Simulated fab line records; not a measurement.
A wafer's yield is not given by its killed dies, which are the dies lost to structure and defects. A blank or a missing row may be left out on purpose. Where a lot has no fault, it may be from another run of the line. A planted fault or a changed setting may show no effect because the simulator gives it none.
fab line records    flow n5Finfet
record lots=5  wafers=15  lastDay=15
route steps=1938 shown BEOL_M0@741 BEOL_M1@751 BEOL_M4@1111 PASSIVATION@1936
lots untouched by any fault: they come from a run of this same line in which no faults occurred
startH: the number of hours between the record's first day and the start of the first shown wafer of the lot    waitH: how many hours have passed since the lot's step before this one    " unchanged from the row above    L1.1+2: a row that stands for several wafers    - either no value or no given start    * or withheld: withheld    < > ~ a bound
route shown NAME@n: a module of which the file shows steps, and the number in the route of the first    usual: the fault-free wafers' mean and standard deviation    same: alike in all rows    chamber/n: place in a boat    sites: readings site by site    _std_site: their standard deviation    _edge_site: mean of outer sites minus mean of inner sites    radiusMm: for every site, how far away it sits from the centre of the wafer    mask NAME#n: copy n    behind: the most recent tool/chamber to have shaped the wafer    hold: cause of the lot's hold/its duration in hours/its outcome    device: transistor that didn't switch, given as n, p or np    end of line: the route-end tests of the same wafers    step lacking rows: just its recipe    killed: dies that structure and defects cost at the first sort, which is not the same as the wafer's yield    map: shows each die of a wafer: x if killed, . if not, _ if none is there
set.NAME: the setting the step ran with; set.NAME@STEP: the setting that earlier step ran with    model.NAME: the simulator's own value behind a step, which no gauge read
lots at some steps of the route; a table a step, a row a wafer
services: when a tool's chamber went out of use (startH, in hours from the record's first day, below 0 if earlier), for how many hours, and the reason
## steps
# step N5_BEOL_M0_ECD_118
# recipe material=Cu  targetThkA=3000
# step N5_BEOL_M0_ANNEAL_119
# recipe tempC=225  timeS=90  ambient=N2
# step N5_BEOL_M0_CMP_120
# recipe stopOn=SiOC  tOverpolishS=6.9  downForcePsi=1  platenRpm=50  clearingPlatenDownForcePsi=1.5  clearingPlatenRpm=50  postCmpClean=cuAlkaline  clearingPlatenPadVelocityMS=0.99484  padVelocityMS=0.99484
# step N5_BEOL_M0_PRE_CLEAN_131
# recipe gas=NH3/H2  timeS=15  tempC=*  rfPowerW=300
# step N5_BEOL_M0_CO_CAP_123
# recipe material=Co  targetThkA=20  tempC=200  precursor=CCTBA/H2  pressureTorr=30  timeS=102.1
# step N5_BEOL_M0_PRE_CLEAN_124
# recipe gas=NH3  timeS=15  tempC=withheld  rfPowerW=300
# step N5_BEOL_M0_DEP_125
# recipe material=SiCN  targetThkA=80  tempC=withheld  precursor=3MS/NH3  pressureTorr=3  rfW=202  timeS=14
# step N5_BEOL_M1_ILD_DEP_00
# recipe material=SiOC  targetThkA=790  tempC=350  precursor=DEMS/O2  pressureTorr=5  rfW=500  timeS=15.3
# step N5_BEOL_M1_PECVD_72
# recipe material=SiO2  targetThkA=160  tempC=400  precursor=TEOS/O2  pressureTorr=5.5  rfW=450  teosFlowSccm=53.8  gas=O2  flowSccm=3000  timeS=18
# usual heaterPowerOuterW=409/58  heaterPowerW=725/89  showerheadPlenumPTorr=8.77/0.063  throttleValvePct=22.2/1.1
lot.wafer  tool      chamber  startH  waitH  heaterPowerOuterW  heaterPowerW  showerheadPlenumPTorr  throttleValvePct
L603.2     pecvd-01  0        167.77  0.0    443                769           8.77                   24.0
L603.4     "         1        "       "      359                635           8.72                   21.7
L603.6     "         2        "       "      403                735           8.83                   22.0
L604.1     pecvd-02  2        180.85  0.0    476                889           8.69                   22.5
L604.3     "         1        "       "      484                814           8.79                   23.0
L604.4     "         0        "       "      317                594           8.77                   22.3
L605.2     pecvd-01  0        180.95  0.0    440                760           8.73                   24.2
L605.4     "         1        "       "      418                680           8.69                   21.6
L605.5     "         0        "       "      446                749           8.73                   24.1
L606.4     pecvd-01  2        188.52  0.1    315                618           8.83                   21.8
L606.5     "         0        "       "      428                752           8.74                   24.0
L606.6     "         1        "       "      361                619           8.71                   22.1
L607.1     pecvd-01  1        198.74  0.0    326                593           8.71                   21.7
L607.2     "         0        "       "      496                841           8.76                   24.3
L607.6     "         2        "       "      388                706           8.82                   21.7
# step N5_BEOL_M1_HM_DEP_02
# recipe material=TiN  targetThkA=200  tempC=25  chamberPressurePa=0.49996
# step N5_BEOL_M1_COAT_61
# recipe resist=SOC  tempC=250  timeS=60  spinRpm=1500  resistThkNm=60
# step N5_BEOL_M1_COAT_62
# recipe resist=SiARC  tempC=220  timeS=60  spinRpm=1500  resistThkNm=12
# step N5_BEOL_M1_COAT_73
# recipe resist=underlayer  tempC=205  timeS=60  spinRpm=1500  resistThkNm=5
# step N5_BEOL_M1_COAT_05
# recipe resist=CAR-EUV  spinRpm=1500  resistThkNm=30
# step N5_BEOL_M1_EBR_07
# recipe solvent=PGMEA  ebrWidthMm=1.5
# step N5_BEOL_M1_SOFTBAKE_06
# recipe tempC=110  timeS=60  resist=CAR-EUV
# step N5_BEOL_M1_EXPOSE_08
# recipe maskId=M1  na=0.33  sourceShape=dipole  sigmaInner=0.369  sigmaOuter=0.767  polarization=unpolarized  doseMj=33
# step N5_BEOL_M1_PEB_09
# recipe pebTempC=100  pebTimeS=60  resist=CAR-EUV
# step N5_BEOL_M1_DEVELOP_10
# recipe developTimeS=30  developer=TMAH  resist=CAR-EUV  rinseLiquid=surfactantRinse  dry=airSpin  devTempC=23
# step N5_BEOL_M1_INSPECT_13
# recipe mode=adi  inspectInstrument=brightfield
# usual rawDefectCount=434/100
lot.wafer  tool              chamber  startH  waitH  rawDefectCount
L603.2     defectInspect-01  -        168.32  0.0    516
L603.4     "                 -        "       "      443
L603.6     "                 -        "       "      432
L604.1     defectInspect-01  -        183.24  0.1    465
L604.3     "                 -        "       "      505
L604.4     "                 -        "       "      593
L605.2     defectInspect-02  -        183.34  0.0    829
L605.4     "                 -        "       "      731
L605.5     "                 -        "       "      727
L606.4     defectInspect-01  -        190.08  0.0    638
L606.5     "                 -        "       "      673
L606.6     "                 -        "       "      767
L607.1     defectInspect-01  -        200.87  0.1    826
L607.2     "                 -        "       "      895
L607.6     "                 -        "       "      783
# step N5_BEOL_M1_DESCUM_16
# recipe chemistry=O2  timeS=7  sourcePowerW=50  biasPowerW=20  pressureMtorr=20  rfFrequencyHz=2.712e+07  tempC=40  resist=CAR-EUV  o2FlowSccm=225
# step N5_BEOL_M1_ETCH_74
# recipe chemistry=N2/H2  target=underlayer  targetDepthA=65  maskMaterial=CAR-EUV  timeS=5.2  ionEnergyEv=200  pressureMtorr=30  sourceW=840  biasW=150  n2FlowSccm=200  h2FlowSccm=200  ends=cleared
# step N5_BEOL_M1_ETCH_63
# recipe chemistry=CF4  target=SiARC  targetDepthA=156  maskMaterial=CAR-EUV  timeS=26  ionEnergyEv=80  pressureMtorr=40  sourceW=545  biasW=36  Ar_flow_sccm=100  cf4FlowSccm=100  ends=cleared
# step N5_BEOL_M1_ETCH_64
# recipe chemistry=N2/H2  target=SOC  targetDepthA=750  overetchA=150  maskMaterial=SiARC  tempC=40  timeS=112.5  ionEnergyEv=200  pressureMtorr=30  sourceW=840  biasW=150  n2FlowSccm=200  h2FlowSccm=200
# step N5_BEOL_M1_STRIP_65
# recipe chemistry=N2/H2  tempC=40  n2FlowSccm=200  h2FlowSccm=200  rfFrequencyHz=6e+07
# step N5_BEOL_M1_STRIP_75
# recipe chemistry=N2/H2  tempC=40  n2FlowSccm=200  h2FlowSccm=200  rfFrequencyHz=6e+07
# step N5_BEOL_M1_STRIP_66
# recipe chemistry=CF4  resist=SiARC  powerW=300  biasPowerW=75  pressureMtorr=50  cf4FlowSccm=150  rfFrequencyHz=6e+07
# step N5_BEOL_M1_HM_OPEN_17
# recipe chemistry=Cl2/BCl3  targetDepthA=200  overetchA=60  target=TiN  maskMaterial=SOC  ionEnergyEv=150  pressureMtorr=10  icpW=1000  biasW=126  Cl2_flow_sccm=53.25  bcl3FlowSccm=21.75  Ar_flow_sccm=25
# step N5_BEOL_M1_STRIP_19
# recipe chemistry=O2  powerW=400  tempC=40  pressureMtorr=30  rfFrequencyHz=6e+07  biasPowerW=0  overashFraction=0.2  o2FlowSccm=225
# step N5_BEOL_M1_COAT_67
# recipe resist=SOC  tempC=250  timeS=60  spinRpm=1500  resistThkNm=60
# step N5_BEOL_M1_COAT_68
# recipe resist=SiARC  tempC=220  timeS=60  spinRpm=1500  resistThkNm=12
# step N5_BEOL_M1_COAT_76
# recipe resist=underlayer  tempC=205  timeS=60  spinRpm=1500  resistThkNm=5
# step N5_BEOL_M1_COAT_22
# recipe resist=CAR-EUV  spinRpm=1500  resistThkNm=30
# step N5_BEOL_M1_EBR_24
# recipe solvent=PGMEA  ebrWidthMm=1.5
# step N5_BEOL_M1_SOFTBAKE_23
# recipe tempC=110  timeS=60  resist=CAR-EUV
# step N5_BEOL_M1_INSPECT_30
# recipe mode=adi  inspectInstrument=brightfield
# usual rawDefectCount=441/100
lot.wafer  tool              chamber  startH  waitH  rawDefectCount
L603.2     defectInspect-01  -        169.23  0.0    480
L603.4     "                 -        "       "      432
L603.6     "                 -        "       "      417
L604.1     defectInspect-02  -        184.11  0.1    464
L604.3     "                 -        "       "      559
L604.4     "                 -        "       "      596
L605.2     defectInspect-02  -        184.35  0.0    841
L605.4     "                 -        "       "      718
L605.5     "                 -        "       "      738
L606.4     defectInspect-02  -        190.98  0.0    687
L606.5     "                 -        "       "      695
L606.6     "                 -        "       "      792
L607.1     defectInspect-01  -        201.74  0.1    783
L607.2     "                 -        "       "      949
L607.6     "                 -        "       "      793
# step N5_BEOL_M4_RC_MEAS_101
# usual DIBL_N=36.5/1.4  DIBL_P=36.5/1.6  IOFF_N=0.163/0.022  IOFF_P=0.219/0.029  ION_N=675/8.3  ION_P=464/6.2  SS_N=71.5/0.52  SS_P=73.4/0.57  VT_N=249.7/2.6  VT_P=-250/3
lot.wafer  tool       chamber  startH  waitH  DIBL_N[mV/V]  DIBL_P[mV/V]  IOFF_N[nA/um]  IOFF_P[nA/um]  ION_N[uA/um]  ION_P[uA/um]  SS_N[mV/dec]  SS_P[mV/dec]  VT_N[mV]  VT_P[mV]
L603.2     prober-01  0        214.85  0.2    36.9          36.2          0.167          0.253          685           473           71.2          73.3          249.1     -244
L603.4     "          0        "       "      34.2          33.7          0.129          0.213          673           468           71.0          72.0          252.0     -248
L603.6     "          0        "       "      35.3          34.5          0.141          0.221          681           469           71.2          72.5          248.7     -248
L606.4     prober-02  0        232.44  0.5    38.3          38.4          0.217          0.288          693           475           71.7          73.1          245.6     -242
L606.5     "          0        "       "      37.1          38.1          0.190          0.275          686           478           71.1          73.4          245.2     -246
L606.6     "          0        "       "      36.1          37.9          0.180          0.271          684           476           70.4          73.4          247.6     -242
L605.2     prober-02  0        237.93  0.2    36.8          37.2          0.157          0.218          668           462           71.3          73.0          250.6     -249
L605.4     "          0        "       "      37.5          37.8          0.161          0.217          678           458           72.0          73.4          250.7     -250
L605.5     "          0        "       "      36.2          37.3          0.150          0.210          670           462           71.8          73.3          249.1     -252
L604.1     prober-02  0        240.24  0.0    37.4          36.2          0.161          0.217          681           464           71.1          73.3          251.2     -251
L604.3     "          0        "       "      37.1          36.2          0.158          0.214          666           456           71.7          74.0          250.3     -251
L604.4     "          0        "       "      38.1          37.6          0.178          0.255          678           470           71.6          73.9          249.1     -248
L607.1     prober-02  0        248.00  0.0    36.6          35.6          0.175          0.246          674           471           72.5          73.1          246.5     -247
L607.2     "          0        "       "      36.0          35.5          0.164          0.233          677           467           71.6          73.6          243.1     -247
L607.6     "          0        "       "      36.1          35.9          0.170          0.235          681           472           71.4          73.8          247.6     -245
# step N5_PASSIVATION_PROBE_49
# usual defectLimitedYield=91.2/1.6  killed_at_M0_to_M3=33/11  killed_at_M4_up=15/6.2  killedAtContacts=15/7.1  killedAtFrontEnd=38/12  killedAtOther=4/3.5  killedDies=104/19  killedOpen=69/14  killedShort=34/8.5  sort_bin_5_function=5.2/0.99  sort_bin_6_memory=3.3/0.77  sortNPass=1076/19  sortYieldPct=91.2/1.6
# same grossDies=1180  killedAtBackSide=0  sort_bin_4_leakage[%]=0  sort_bin_8_speed[%]=0
lot.wafer  tool       chamber  startH  waitH  defectLimitedYield[%]  killed_at_M0_to_M3  killed_at_M4_up  killedAtContacts  killedAtFrontEnd  killedAtOther  killedDies  killedOpen  killedShort  sort_bin_5_function[%]  sort_bin_6_memory[%]  sortNPass  sortYieldPct[%]
L603.2     prober-02  -        321.03  0.1    91.6                   23                  15               19                42                0              99          59          40           5.2                     3.1                   1081       91.6
L603.4     prober-02  -        321.13  0.2    92.8                   23                  18               11                30                3              85          57          26           4.2                     2.7                   1095       92.8
L603.6     prober-02  -        321.23  0.3    90.8                   22                  19               31                36                1              109         70          34           5.3                     3.5                   1071       90.8
L606.4     prober-02  -        335.21  0.2    84.5                   124                 12               9                 33                5              183         62          22           9.9                     4.0                   997        84.5
L606.5     prober-02  -        335.26  0.2    83.9                   121                 11               9                 45                4              190         63          30           10.3                    4.0                   990        83.9
L606.6     prober-02  -        335.31  0.3    83.6                   132                 17               4                 38                3              194         70          30           11.6                    3.3                   986        83.6
L605.2     prober-02  -        343.06  0.1    82.0                   153                 13               7                 39                0              212         81          23           12.6                    4.2                   968        82.0
L605.4     prober-02  -        343.16  0.2    84.5                   116                 22               11                34                0              183         60          30           9.4                     4.1                   997        84.5
L605.5     prober-02  -        343.21  0.2    83.6                   134                 8                12                34                5              193         64          25           10.7                    4.2                   987        83.6
L604.1     prober-01  -        343.86  0.0    91.5                   34                  19               22                19                6              100         64          32           4.7                     3.4                   1080       91.5
L604.3     prober-01  -        343.96  0.1    92.3                   33                  23               19                14                2              91          61          28           4.2                     3.2                   1089       92.3
L604.4     prober-01  -        344.01  0.2    92.9                   36                  9                14                23                2              84          60          24           4.3                     2.5                   1096       92.9
L607.1     prober-01  -        354.76  0.0    83.6                   134                 6                9                 40                4              193         65          34           10.8                    3.6                   987        83.6
L607.2     prober-01  -        354.81  0.1    85.2                   136                 10               5                 16                8              175         55          20           9.4                     3.8                   1005       85.2
L607.6     prober-01  -        355.01  0.3    82.7                   139                 14               15                26                10             204         70          28           11.2                    4.2                   976        82.7
# killed by level:class
L603.2 MOL_CONTACT_COAG:geometricParticle:open=15 FIN_SAQP:geometricParticle:short=9 FIN_SAQP:geometricParticle:open=8 GATE_CUT:geometricParticle:short=7 BEOL_M0_SAQP:geometricParticle:short=6 BEOL_M0_SAQP:geometricParticle:open=6 GATE_CUT:geometricParticle:open=5 BEOL_M5:geometricParticle:open=5
L603.4 STI_FIN_REVEAL:geometricParticle:open=10 MOL_CONTACT_COAG:geometricParticle:open=9 BEOL_M0_SAQP:geometricParticle:open=8 BEOL_M4:geometricParticle:open=8 BEOL_M0_SAQP:geometricParticle:short=6 BEOL_M5:geometricParticle:open=5 FIN_SAQP:geometricParticle:open=4 STI_FIN_REVEAL:geometricParticle:short=3
L603.6 MOL_CONTACT_COAG:geometricParticle:open=24 BEOL_M4:geometricParticle:open=10 MOL_CONTACT_COAG:geometricParticle:short=7 GATE_CUT:geometricParticle:short=6 BEOL_M0_SAQP:geometricParticle:short=6 STARTING-WAFER:geometricParticle:open=5 FIN_SAQP:geometricParticle:short=4 FIN_SAQP:geometricParticle:open=4
L606.4 BEOL_M1:unspecified=99 STI_FIN_REVEAL:geometricParticle:open=10 BEOL_M2:geometricParticle:open=8 ILD0:geometricParticle:open=7 MOL_CONTACT_COAG:geometricParticle:open=7 BEOL_M0_SAQP:geometricParticle:short=7 BEOL_M4:geometricParticle:open=6 BEOL_M0_SAQP:geometricParticle:open=4
L606.5 BEOL_M1:unspecified=97 STI_FIN_REVEAL:geometricParticle:open=18 MOL_CONTACT_COAG:geometricParticle:open=9 FIN_SAQP:geometricParticle:open=7 BEOL_M0_SAQP:geometricParticle:short=7 BEOL_M1:geometricParticle:open=5 STARTING-WAFER:geometricParticle:short=5 ILD0:geometricParticle:short=4
L606.6 BEOL_M1:unspecified=93 BEOL_M2:geometricParticle:open=12 FIN_SAQP:geometricParticle:open=9 BEOL_M1:geometricParticle:open=9 BEOL_M4:geometricParticle:open=9 BEOL_M3:geometricParticle:open=7 FIN_SAQP:geometricParticle:short=6 BEOL_M0_SAQP:geometricParticle:open=4
L605.2 BEOL_M1:unspecified=107 BEOL_M3:geometricParticle:open=14 BEOL_M1:geometricParticle:open=10 GATE_CUT:geometricParticle:open=10 BEOL_M4:geometricParticle:open=7 STI_FIN_REVEAL:geometricParticle:open=6 GATE_CUT:geometricParticle:short=6 MOL_CONTACT_COAG:geometricParticle:open=6
L605.4 BEOL_M1:unspecified=93 MOL_CONTACT_COAG:geometricParticle:open=8 BEOL_M2:geometricParticle:open=7 BEOL_M4:geometricParticle:open=7 DUMMY_GATE:geometricParticle:open=6 GATE_CUT:geometricParticle:short=6 BEOL_M1:geometricParticle:open=5 FIN_CUT:geometricParticle:short=4
L605.5 BEOL_M1:unspecified=103 MOL_CONTACT_COAG:geometricParticle:open=11 STI_FIN_REVEAL:geometricParticle:open=7 GATE_CUT:geometricParticle:open=6 BEOL_M1:geometricParticle:open=5 STARTING-WAFER:geometricParticle:open=5 STI_FIN_REVEAL:geometricParticle:short=4 GATE_CUT:geometricParticle:short=4
L604.1 MOL_CONTACT_COAG:geometricParticle:open=16 BEOL_M0_SAQP:geometricParticle:open=9 BEOL_M2:geometricParticle:open=7 MOL_CONTACT_COAG:geometricParticle:short=6 BEOL_M0_SAQP:geometricParticle:short=5 BEOL_M4:geometricParticle:open=5 BEOL_M5:geometricParticle:open=4 FIN_SAQP:geometricParticle:short=3
L604.3 MOL_CONTACT_COAG:geometricParticle:open=13 BEOL_M0_SAQP:geometricParticle:short=9 BEOL_M1:geometricParticle:open=7 MOL_CONTACT_COAG:geometricParticle:short=6 BEOL_M2:geometricParticle:open=6 BEOL_M5:geometricParticle:open=6 BEOL_M3:geometricParticle:open=5 BEOL_M4:geometricParticle:open=5
L604.4 MOL_CONTACT_COAG:geometricParticle:open=12 BEOL_M0_SAQP:geometricParticle:short=8 BEOL_M0_SAQP:geometricParticle:open=7 BEOL_M1:geometricParticle:open=6 BEOL_M3:geometricParticle:open=5 BEOL_M4:geometricParticle:open=5 FIN_SAQP:geometricParticle:open=4 STI_FIN_REVEAL:geometricParticle:open=4
L607.1 BEOL_M1:unspecified=93 STI_FIN_REVEAL:geometricParticle:open=15 BEOL_M0_SAQP:geometricParticle:short=12 BEOL_M1:geometricParticle:open=10 MOL_CONTACT_COAG:geometricParticle:open=8 BEOL_M0_SAQP:geometricParticle:open=6 BEOL_M2:geometricParticle:open=5 BEOL_M3:geometricParticle:open=4
L607.2 BEOL_M1:unspecified=100 BEOL_M1:geometricParticle:open=13 BEOL_M3:geometricParticle:open=9 MOL_CONTACT_COAG:geometricParticle:open=5 BEOL_M0_SAQP:geometricParticle:open=4 BEOL_M2:geometricParticle:open=4 BEOL_M0_SAQP:geometricParticle:short=3 BEOL_M3:geometricParticle:short=3
L607.6 BEOL_M1:unspecified=106 MOL_CONTACT_COAG:geometricParticle:open=12 BEOL_M3:geometricParticle:open=11 BEOL_M0_SAQP:geometricParticle:open=9 BEOL_M0_SAQP:geometricParticle:short=7 STI_FIN_REVEAL:geometricParticle:open=6 GATE_CUT:geometricParticle:open=5 BEOL_M4:geometricParticle:open=4
# map L605.2 (x killed, . not)
_________________............________________
______________..x........x......_____________
___________.......xx..x............__________
__________..x......................._________
________.............x..x............._______
_______.........x......x...............______
______.......x...............x.........._____
_____x.....................xx............____
____.......x...x..x.......x...........x..x___
___............x.............x.............__
___................x.x........x..x.........__
__.....................x................xx.._
__.......x.x.......x..x........x...x........_
_......x...x....xx.x............x............
_........x.x....xxxx...x.xx.....x........x...
_..........x..xxxxxx.....x.....x.............
_x........x..xxxxxxxxx.x.x........x.....x....
_...x...xx..xxxxxxxxxxxx...............x.....
_.........xxxxxxxxxxxxxxxx.........xx........
_..........xxxxxxxxxxx.x...............x.....
_.....x...xxxxxxxxxxxx........x..............
__....x.....xxxxxxxxxxxx....x...........x..._
__x......x..x.xxxxxxxxx....................._
___.....x....x.xx.xxx..x....x..x...x.......__
___x..........x..xx..x................x....__
____.......x..x..x..x...............x.....___
_____...x.x......................x.......____
______x.x......xx.x..x............x..x.._____
_______..............x.............x..x______
________.....x.x...x....x..x.......x.._______
__________.........................x_________
___________.......x..x.x...........__________
______________.................x_____________
_________________............________________
# map L606.6 (x killed, . not)
_________________.x.......x..________________
______________.x.x....x........x_____________
___________..x...x.x..............x__________
__________.............x............_________
________....x...............x.....x.x._______
_______x...............................______
______.x..................x............._____
_____...........................xx.......____
____......................................___
___...........x....x.x....x...............x__
___.......x..x..............xx.............__
__x.......x.....x...............x.x.x......._
__...x...........x....................x..x.._
_...................x.x.......x.x...x........
_....x........x........................x..x..
_.....x...x.........x........................
_.................x.............x.x........x.
_....................................x.......
_............................................
_.................x..x.x.............x......x
_..x...........x..x..xx....x...............x.
__.....x........x..........................._
__.....x.....xx.......x....................._
___..........x............x.....x..........__
___.......x.............x...x.xx.x..xxx....__
____........x...........xxxxxxxxxx...x....___
_____.....x........x..x..xxxxxxxxxxx.x...____
______.........x...x....xxxxxxxxxxx.xx.._____
_______x...x........x....xxxxxxxxxxx...______
________...x.....x......x.xxxxxxxxxxx._______
__________....x.......x.xxxxxxxxxxxx_________
___________.............x.xxxxxxxxx__________
______________.x.........xxxxxxx_____________
_________________x..xx..xx..x________________
## services
tool      chamber  startH  hours  kind
pecvd-01  2        153.56  4.9    repair
pecvd-02  -        153.91  0.3    repair
pecvd-01  1        155.27  2.1    scheduledDown
## key
firstSign step=N5_BEOL_M1_INSPECT_13  reading=rawDefectCount  direction=up  sigmas=3.2  usual=434  struck=763
effect step=N5_BEOL_M1_INSPECT_30  reading=rawDefectCount  direction=up  sigmas=3.2  usual=441  struck=777
effect step=N5_PASSIVATION_PROBE_49  reading=killed_at_M0_to_M3  direction=up  sigmas=9.4  usual=33  struck=132
moreKillsBornAt N5_BEOL_M1_PECVD_72@pecvd-01=891
metAt N5_BEOL_M1_PECVD_72
struckWafers L605.2,L605.4,L605.5,L606.4,L606.5,L606.6,L607.1,L607.2,L607.6
onsetBetween 167.77 180.95
alsoFits time
fault kind=chamberParticleSource  tool=pecvd-01  chamber=-  onsetH=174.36  steps=N5_BEOL_M1_PECVD_72  ratePerVisitCm2=0.47028  endH=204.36
